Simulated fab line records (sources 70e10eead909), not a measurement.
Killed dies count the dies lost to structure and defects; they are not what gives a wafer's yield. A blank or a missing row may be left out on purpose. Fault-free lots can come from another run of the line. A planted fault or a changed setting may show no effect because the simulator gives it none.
Matching of chambers -- flow nand harc -- NHARC_A_CHANNEL_FILL_D1_ETCHBACK_20 on rie diel-03 has 4 sister chambers
The step etches the open film in C4F8/O2/Ar, target depth 27 nm, time 13.5 s. 4 wafers are shown with their chamber, then 7 later ones without.

## EACH WAFER AND ITS CHAMBER
wafer,chamber,rf vpp V (V)
L842.4,0,974
L847.1,2,977
L848.2,3,975
L848.5,1,980

## WAFERS WITH NO CHAMBER GIVEN
wafer,rf vpp V (V)
L848.6,973
L849.1,978
L849.2,975
L849.5,978
L851.1,974
L851.2,980
L851.6,978

## EACH ONE'S CHAMBER
wafer,from the rows above,in truth
L848.6,can't be placed: 0 or 3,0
L849.1,can't be placed: 2 or 1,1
L849.2,can't be placed: 3 or 0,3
L849.5,can't be placed: 2 or 1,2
L851.1,can't be placed: 0 or 3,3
L851.2,1,1
L851.6,can't be placed: 2 or 1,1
Placed correctly: 1 of 7. Unplaceable from these rows: 6, with the true chamber sitting among the candidates in 6. Number placed wrongly: 0.
How it was worked out, from the rows above alone: a wafer's distance from a chamber is the root of the sum, over the readings, of the square of ((its reading less the chamber's mean) divided by the reading's scatter). If the next closest chamber is less than 2 further off than the closest, the wafer can't be placed; otherwise it belongs to the closest. The mean given for a chamber averages the wafers shown for that chamber. The scatter (one wafer shown for each chamber): square how far every hidden wafer sits from the nearest shown wafer, average those squares and take the square root.
